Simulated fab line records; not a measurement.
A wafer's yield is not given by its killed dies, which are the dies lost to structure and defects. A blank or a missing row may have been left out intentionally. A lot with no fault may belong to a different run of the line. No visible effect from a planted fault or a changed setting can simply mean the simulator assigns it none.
Chamber matching	flow n5_finfet	N5_BEOL_M0_DEP_125 on pecvd-02: 3 sister chambers
The step deposits SiCN from 3MS/NH3, target thk 8 nm, time 14 s. 3 wafers are shown with their chamber, then 11 later ones without.

== EACH WAFER AND ITS CHAMBER ==
wafer	chamber	showerhead_plenum_p_Torr (Torr)
L088.6	2	3.683
L089.6	1	3.658
L090.1	0	3.682

== WAFERS WITHOUT THEIR CHAMBER ==
wafer	showerhead_plenum_p_Torr (Torr)
L090.3	3.690
L090.5	3.659
L091.1	3.668
L091.4	3.658
L091.5	3.670
L093.3	3.673
L093.4	3.678
L093.6	3.667
L094.4	3.685
L094.5	3.663
L094.6	3.675

== EACH ONE'S CHAMBER ==
wafer	from the rows above	in truth
L090.3	can't be placed: 2 or 0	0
L090.5	1	1
L091.1	can't be placed: 1 or 0 or 2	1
L091.4	1	1
L091.5	can't be placed: 0 or 1 or 2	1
L093.3	can't be placed: 0 or 2 or 1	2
L093.4	can't be placed: 0 or 2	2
L093.6	can't be placed: 1 or 0 or 2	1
L094.4	can't be placed: 2 or 0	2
L094.5	can't be placed: 1 or 0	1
L094.6	can't be placed: 0 or 2 or 1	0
Correctly placed: 2 of 11. Cannot be placed on the basis of these rows: 9; the candidates contain the true chamber in 9. Placed wrongly: 0.
How it was worked out, from the rows above alone: a wafer's distance from a chamber is the root of the sum, over the readings, of the square of ((its reading less the chamber's mean) divided by the reading's scatter). If the next closest chamber is less than 2 further off than the closest, the wafer can't be placed; otherwise it belongs to the closest. For every chamber, the mean is computed from those of its wafers that are shown. The scatter (one wafer shown for each chamber): square how far every hidden wafer sits from the nearest shown wafer, average those squares and take the square root.
